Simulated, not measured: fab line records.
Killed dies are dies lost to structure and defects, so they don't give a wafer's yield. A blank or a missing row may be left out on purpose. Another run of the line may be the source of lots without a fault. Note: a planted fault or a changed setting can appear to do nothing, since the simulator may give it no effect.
Comparing a struck lot with a sound one :: flow nand harc :: 15 steps out of a route of 1302
Sound: the wafers L815.1, L815.4, L815.5. Wafers struck: L812.1, L812.2, L812.3. At the end, the cause is stated.
At each step with rows: each side's tool, then ch and its chambers, then its first start. Under that, the readings that differ: sound wafers :: struck wafers :: difference of the means :: sigmas: that difference in standard deviations of wafers without a fault.
alike: readings whose means differ by less than 2 such deviations, and words and numbers that are the same on both sides. not compared: withheld readings, readings that some wafer has no value for, bounds like >300 that may hide the same value, and numbers for which the record gives no deviation and whose values overlap.
Wherever a step has rows on one side only, a row that says differs or no value, or a row with sigmas, the two part there. When numbers do not overlap yet have no deviation, they are printed without sigmas and do not part them. A reading that every wafer of one side lacks parts them only if that side has two wafers or more.

first, 8 steps without rows for these wafers: NHARC_A_BLC_COAT_02 (time 75 s); NHARC_A_BLC_COAT_03 (time 65 s); NHARC_A_BLC_COAT_04 (resist thk 90 nm); NHARC_A_BLC_SOFTBAKE_05 (time 55 s); NHARC_A_BLC_EBR_06; NHARC_A_BLC_EXPOSE_07 (exposes mask A BLC, target cd 100 nm); NHARC_A_BLC_PEB_08 (peb time 65 s); NHARC_A_BLC_DEVELOP_09 (develop time 35 s).
NHARC_A_BLC_CD_MEAS_10 targets a cd of 100 nm.
  sound on cd sem-03 ch 0, day 30 01:44; struck on cd sem-01 ch 0, day 28 19:01
  alike: cd nm
NHARC_A_BLC_OVL_MEAS_11:
  sound on overlay-02, day 30 01:49; struck on overlay-02, day 28 19:06
  alike: overlay x nm, overlay y nm
NHARC_A_BLC_INSPECT_12:
  sound on defect inspect-01, day 30 01:53; struck on defect inspect-02, day 28 19:08
  alike: raw defect count
NHARC_A_BLC_DESCUM_15: chemistry O2, time 3 s.
  sound on rie diel-07 ch 1,3, day 30 01:56; struck on rie diel-03 ch 0,1,3, day 28 19:11
  alike: drypump motor current A, mfc ar sccm, oes product au, rf vpp V, showerhead plenum p Torr, throttle valve pct
  not compared: rf hours counter h
NHARC_A_BLC_ETCH_16: etches the open film in CF4, target depth 39 nm, time 65 s.
  sound on rie diel-07 ch 1,2,3, day 30 02:02; struck on rie diel-03 ch 0,2,3, day 28 19:22
  no value came back on the struck wafers for any of 8 readings (bias w (W), cf4 flow sccm (sccm) and others); on the sound wafers bias w (W) reads 99.97 100.04 100.25
  not compared: rf hours counter h
NHARC_A_BLC_ETCH_17: etches the open film in N2/H2, target depth 390 nm, time 609.38 s.
  sound on rie diel-07 ch 0,3; struck on rie diel-03 ch 0,1,2, day 28 19:27
  alike: bias w, chamber pressure mTorr, drypump motor current A, mfc ar sccm, oes product au, rf vpp V, showerhead plenum p Torr, throttle valve pct
  not compared: rf hours counter h
NHARC_END_SORT_01:
  only the struck wafers appear in the record here, on prober-02 ch 0 at day 30 17:29; the sound ones have no rows

## WHERE THEY PART
Earliest at NHARC_A_BLC_ETCH_16; latest, in this record, at NHARC_END_SORT_01.

WHY: what the simulator had put in
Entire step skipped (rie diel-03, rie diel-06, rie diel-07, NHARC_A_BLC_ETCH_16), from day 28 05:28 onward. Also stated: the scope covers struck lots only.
